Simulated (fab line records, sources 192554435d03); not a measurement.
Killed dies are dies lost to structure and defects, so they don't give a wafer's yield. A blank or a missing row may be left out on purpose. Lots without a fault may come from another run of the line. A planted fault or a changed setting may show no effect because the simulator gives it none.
Chamber matching | flow n5_finfet | N5_BEOL_M1_ETCHBACK_99 on rie_diel-05: 4 sister chambers
The step etches SiO2 in CHF3, target depth 5 nm, time 10.4 s. 4 wafers are shown with their chamber, then 10 later ones without.

WAFERS WITH THEIR CHAMBER
wafer  | chamber | showerhead_plenum_p_Torr (Torr)
L082.1 | 0       | 2.16
L084.4 | 1       | 2.11
L089.1 | 3       | 2.12
L089.2 | 2       | 2.21

WAFERS WITHOUT THEIR CHAMBER
wafer  | showerhead_plenum_p_Torr (Torr)
L089.4 | 2.15
L090.1 | 2.10
L090.2 | 2.12
L090.3 | 2.21
L093.3 | 2.12
L093.4 | 2.10
L093.6 | 2.10
L095.2 | 2.15
L095.3 | 2.10
L095.6 | 2.12

WHICH CHAMBER EACH WENT THROUGH
wafer  | from the rows above     | in truth
L089.4 | 0                       | 0
L090.1 | can't be placed: 1 or 3 | 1
L090.2 | can't be placed: 3 or 1 | 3
L090.3 | 2                       | 2
L093.3 | can't be placed: 3 or 1 | 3
L093.4 | can't be placed: 1 or 3 | 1
L093.6 | can't be placed: 1 or 3 | 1
L095.2 | 0                       | 0
L095.3 | can't be placed: 1 or 3 | 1
L095.6 | can't be placed: 3 or 1 | 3
Placed correctly: 3 of 10. Can't be placed from these rows: 7 (the true chamber is among the candidates in 7). Placed wrongly: 0.
How it was worked out, from the rows above alone: a wafer's distance from a chamber is the root of the sum, over the readings, of the square of ((its reading less the chamber's mean) divided by the reading's scatter). The wafer belongs to the nearest chamber; if the next one is less than 2 further off, it can't be placed. A chamber's mean is the mean of its shown wafers. The scatter: with one shown wafer a chamber, the root of the mean of the squares of how far each hidden wafer lies from its nearest shown one.
